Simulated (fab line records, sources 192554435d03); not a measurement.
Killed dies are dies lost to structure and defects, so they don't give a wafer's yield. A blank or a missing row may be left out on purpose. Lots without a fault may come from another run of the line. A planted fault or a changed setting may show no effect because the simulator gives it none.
One fault seen from 3 desks | flow n5_finfet | each desk has only its own numbers; what lay behind them comes last

THE METROLOGY DESK
What the gauges read, lot by lot, whatever tool the lot ran on: means of the sampled wafers that have a number. A lot is out of limits, marked OUT, if its mean lies more than 4 standard deviations from the usual mean; the brackets give that distance. Of its 10 readings 7 are shown: those that lie furthest out on some lot.
Columns: A = DIBL_N at N5_BEOL_M4_RC_MEAS_101, usual 36.1 mV/V; B = DIBL_P at N5_BEOL_M4_RC_MEAS_101, usual 36.1 mV/V; C = IOFF_N at N5_BEOL_M4_RC_MEAS_101, usual 0.159 nA/um; D = IOFF_P at N5_BEOL_M4_RC_MEAS_101, usual 0.21 nA/um; E = ION_N at N5_BEOL_M4_RC_MEAS_101, usual 675 uA/um; F = ION_P at N5_BEOL_M4_RC_MEAS_101, usual 464 uA/um; G = VT_N at N5_BEOL_M4_RC_MEAS_101, usual 249 mV
lot  | first seen here | A    | B    | C     | D    | E   | F   | G
L886 | day 7 14:54     | 36.5 | 36.8 | 0.137 | 0.20 | 661 | 460 | 252
L887 | day 8 06:20     | 36.5 | 35.3 | 0.152 | 0.19 | 667 | 455 | 251
L888 | day 8 08:42     | 35.3 | 35.0 | 0.146 | 0.21 | 680 | 468 | 252
L889 | day 8 09:32     | 36.8 | 36.0 | 0.149 | 0.22 | 664 | 460 | 251
L891 | day 9 02:39     | 35.9 | 36.2 | 0.157 | 0.22 | 675 | 468 | 249
L894 | day 10 03:05    | 37.1 | 37.3 | 0.156 | 0.22 | 669 | 464 | 251
L898 | day 11 05:29    | 34.3 | 33.6 | 0.119 | 0.16 | 664 | 452 | 254
L901 | day 11 15:29    | 35.3 | 33.8 | 0.144 | 0.18 | 675 | 463 | 249
L902 | day 12 02:38    | 34.1 | 33.7 | 0.131 | 0.19 | 665 | 461 | 251
L907 | day 13 12:38    | 35.0 | 35.6 | 0.145 | 0.18 | 669 | 456 | 250
L909 | day 14 09:27    | 35.9 | 36.4 | 0.176 | 0.23 | 683 | 470 | 246
This desk's finding: nothing out of limits on any of the 11 lots.

THE TOOL OWNER'S DESK: pecvd-03
The tool's own readings at N5_BEOL_M6_PECVD_70 (deposits SiO2 from TEOS/O2, target thk 20 nm, time 22.7 s): means of the sampled wafers that have a number, for each lot that ran on this tool. A lot is out of limits, marked OUT, if its mean lies more than 4 standard deviations from the usual mean; the brackets give that distance.
Columns: A = chamber_pressure_Torr at N5_BEOL_M6_PECVD_70, usual 5.500 Torr; B = heater_power_outer_w at N5_BEOL_M6_PECVD_70, usual 408 W; C = heater_power_w at N5_BEOL_M6_PECVD_70, usual 684 W; D = showerhead_plenum_p_Torr at N5_BEOL_M6_PECVD_70, usual 8.80 Torr; E = showerhead_vpp_V at N5_BEOL_M6_PECVD_70, usual 1340 V; F = throttle_valve_pct at N5_BEOL_M6_PECVD_70, usual 23.0 %
lot  | first seen here | A     | B   | C   | D    | E    | F
L886 | day 8 02:38     | 5.482 | 383 | 667 | 8.78 | 1307 | 22.5
L887 | day 8 18:17     | 5.498 | 374 | 649 | 8.76 | 1329 | 24.0
L891 | day 9 16:46     | 5.478 | 440 | 767 | 8.73 | 1334 | 23.0
L902 | day 12 16:08    | 5.491 | 392 | 688 | 8.80 | 1310 | 21.4
L907 | day 14 00:37    | 5.508 | 267 | 502 | 8.85 | 1288 | 21.0
L909 | day 14 22:09    | 5.501 | 323 | 573 | 8.81 | 1296 | 22.4
This desk's finding: nothing out of limits on any of the 6 lots.

THE DEFECT DESK
What the inspections along the route counted, lot by lot: means of the sampled wafers that have a number. A lot is out of limits, marked OUT, if its mean lies more than 4 standard deviations from the usual mean; the brackets give that distance.
Columns: A = raw_defect_count at N5_BEOL_M5_INSPECT_58, usual 65
lot  | first seen here | A
L886 | day 8 01:58     | 52
L887 | day 8 17:38     | 37
L888 | day 8 20:53     | 68
L889 | day 8 21:37     | 124
L891 | day 9 15:38     | 56
L894 | day 10 15:43    | 73
L898 | day 11 17:41    | 61
L901 | day 12 02:47    | 64
L902 | day 12 15:28    | 76
L907 | day 13 23:57    | 55
L909 | day 14 21:00    | 84
This desk's finding: nothing out of limits on any of the 11 lots.

PUT TOGETHER
The metrology desk saw nothing out of limits.
The tool owner's desk saw nothing out of limits.
The defect desk saw nothing out of limits.

WHAT THE SIMULATOR HAD PUT IN
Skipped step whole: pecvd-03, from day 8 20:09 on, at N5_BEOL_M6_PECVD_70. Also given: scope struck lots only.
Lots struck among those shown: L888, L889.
